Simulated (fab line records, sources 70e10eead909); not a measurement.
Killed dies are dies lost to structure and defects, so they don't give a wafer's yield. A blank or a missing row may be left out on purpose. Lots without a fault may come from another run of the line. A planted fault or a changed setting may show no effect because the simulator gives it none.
Problem report in the 8D (eight disciplines) form, filled by code | flow nand_harc | the parts of the form that need people (team, actions taken, sign-off) are left out

1. THE PROBLEM
cd_nm at NHARC_P_M2_CD_MEAS_09 reads a mean of 176.8 nm on 6 wafers of 2 lots; wafers without a fault read 170.3 nm with a standard deviation of 0.63. That is +10 standard deviations from the usual mean.
The step: target cd 170 nm.
First seen on wafer L496.2, day 9 09:53, on cd_sem-01. The record holds 36 wafers of 12 lots with a number at this step. Rule for "out", or "out of limits": more than 4 standard deviations from the usual mean. The other wafers with a number count as sound.

2. WHAT IT IS AND WHAT IT IS NOT
question                    | is                     | is not
which readings at this step | cd_nm                  | -
which lots                  | L496, L500             | L485, L486, L488, L490, L491, L492, L493, L503, L504, L506
which wafers of those lots  | all that have a number | -
read on which gauges        | cd_sem-01              | cd_sem-02, cd_sem-03
when                        | from day 9 09:53       | up to then (21 sound wafers); but 9 sound wafers of L503, L504, L506 came after

3. SUSPECTS, AND WHAT RULES EACH OUT
Counting: a tool at a process step up to the reading stays a suspect if it ran every lot that is out and no sound lot after the first of them.
- the gauge at NHARC_P_M2_CD_MEAS_09: ruled out. All the wafers that are out were read on cd_sem-01, but those of them that NHARC_P_M2_PEB_07 has rows for are out there too, on other tools.
- pvd_sputter-03 at NHARC_P_M1_PVD_20 (deposits TaN, target thk 5 nm, time 8.06 s): ruled out as a lasting fault. Sound lots L504 ran on it after its first lot that is out, L496 (day 9 09:49). NHARC_P_M1_PVD_20 gives no start for some lots, so the hours and the order of its lots are those of NHARC_P_M2_PEB_07.
- litho_track-04 at NHARC_P_M2_PEB_07 (peb time 65 s): kept. It ran every lot that is out, first L496 (day 9 09:49), and no sound lot after that; its last sound lot up to then is L493 (day 8 10:58). Its own readings are out on those wafers: heater_power_total_W, plate_temp_C.
Left after counting: litho_track-04 at NHARC_P_M2_PEB_07.

4. THE CAUSE (what the simulator had put in)
Process parameter drift: litho_track-04, from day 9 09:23 on, at NHARC_P_M2_PEB_07. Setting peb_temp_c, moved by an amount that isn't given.
Counting left only this tool.

5. THE CHAIN OF EFFECTS, in route order
Each row: a reading whose mean over the struck wafers that have a number lies more than 3 standard deviations from the usual. Only readings for which the record gives a usual standard deviation are gone through. hours: the time from each lot's start at the first step in this table that gives one to its start at this step, as a median over the lots. sigmas: the change in usual standard deviations.
hours | step                  | reading              | usual    | on struck wafers | change | sigmas
0     | NHARC_P_M2_PEB_07     | heater_power_total_W | 156.6 W  | 161.4            | +4.8   | +12
0     | NHARC_P_M2_PEB_07     | plate_temp_C         | 99.99 C  | 102.09           | +2.10  | +15
0     | NHARC_P_M2_CD_MEAS_09 | cd_nm                | 170.3 nm | 176.8            | +6.5   | +10
The process steps in it:
- NHARC_P_M2_PEB_07: peb time 65 s.

6. WHAT WOULD HAVE CAUGHT IT SOONER
In this record the first reading out of limits at a measuring or inspecting step was taken at day 9 09:53, 1 hour after the fault began at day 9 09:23.
The tool's own readings at NHARC_P_M2_PEB_07 were out on every struck wafer that the step has a row for (heater_power_total_W, plate_temp_C): an alarm limit on them would have fired on the first of those.
Of the lots that are out (2), L500 began NHARC_P_M2_PEB_07 on litho_track-04 after day 9 09:53. A hold on the tool at that time would have spared it.
